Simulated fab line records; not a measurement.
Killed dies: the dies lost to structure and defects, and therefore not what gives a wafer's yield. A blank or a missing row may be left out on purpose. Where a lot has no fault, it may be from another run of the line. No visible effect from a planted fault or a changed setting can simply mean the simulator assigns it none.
8D (eight disciplines) problem report, filled in by code / flow n5-finfet / the parts of the form that need people (team, actions taken, sign-off) are left out

== 1. THE ISSUE ==
run-length-s at N5_BEOL_M11_VIA_ETCH_34 reads a mean of 98.1 s on 3 wafers of 2 lots; wafers without a fault read 92.6 s with a standard deviation of 0.33. That is +17 standard deviations from the usual mean.
The step: etches SiCOH lowk in C4F6/O2, target depth 184.5 nm, time 69.2 s.
Seen first at day 14 00:25 on rie-diel-02, wafer L251.4. At this step, 32 wafers from 11 lots have a number in the record. By rule, "out" or "out of limits" means more than 4 standard deviations away from the usual mean. Any other wafer with a number is counted as sound.

== 2. WHAT IT IS; WHAT IT IS NOT ==
question=which readings at this step | is=run-length-s | is not=drypump-motor-current-A, oes-product-au, rf-vpp-V, showerhead-plenum-p-Torr, throttle-valve-pct
question=which lots | is=L251, L254 | is not=L237, L241, L243, L247, L248, L249, L256, L257, L260
question=which wafers of those lots | is=L251.4, L254.4, L254.6 | is not=L251.2, L254.3
question=read on which tools | is=rie-diel-02 | is not=rie-diel-04, rie-diel-05
question=when | is=from day 14 00:25 | is not=up to then (19 sound wafers); but 10 sound wafers of L254, L256, L257, L260 came after

== 3. WHAT RULES OUT EACH SUSPECT ==
Counting: a tool at a process step up to the reading stays a suspect if it ran every lot that is out. Sound lots after the first of them don't rule it out here, since some wafers of a struck lot are sound.
- rie-diel-02 at N5_BEOL_M11_VIA_ETCH_34 (etches SiCOH lowk in C4F6/O2, target depth 184.5 nm, time 69.2 s): kept. It processed each lot that is out (first: L251, day 14 00:25); up to then, its last sound lot is L247 (day 12 19:03). Its own readings are out on those wafers: run-length-s.
- Within rie-diel-02 at N5_BEOL_M11_VIA_ETCH_34: the wafers that are out ran in chambers 1, 2; their sound lot-mates ran in chambers 0, 3.
Left after counting: rie-diel-02 at N5_BEOL_M11_VIA_ETCH_34.

== 4. THE CAUSE (what the simulator had put in) ==
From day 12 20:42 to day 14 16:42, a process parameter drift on rie-diel-02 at N5_BEOL_M11_VIA_ETCH_34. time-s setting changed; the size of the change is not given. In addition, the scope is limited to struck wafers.
This tool alone remained once counting was done.

== 5. THE EFFECT CHAIN, in route order ==
Rows list readings where the struck wafers' mean (over those with a number) sits beyond 3 standard deviations from the usual. Readings are gone through only where the record gives a usual standard deviation; hours: the median, over the lots, of the time from a lot's start at the first step in this table giving one to that lot's start at this step; sigmas: the change measured in usual standard deviations.
hours=0; step=N5_BEOL_M11_VIA_ETCH_34; reading=run-length-s; usual=92.6 s; on struck wafers=98.1; change=+5.5; sigmas=+17
Here are the process steps it includes:
- N5_BEOL_M11_VIA_ETCH_34: etches SiCOH lowk in C4F6/O2, target depth 184.5 nm, time 69.2 s.

== 6. HOW IT WOULD HAVE BEEN CAUGHT EARLIER ==
The fault began at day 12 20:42; the first out-of-limits reading in this record came at day 14 00:25, 28 hours later.
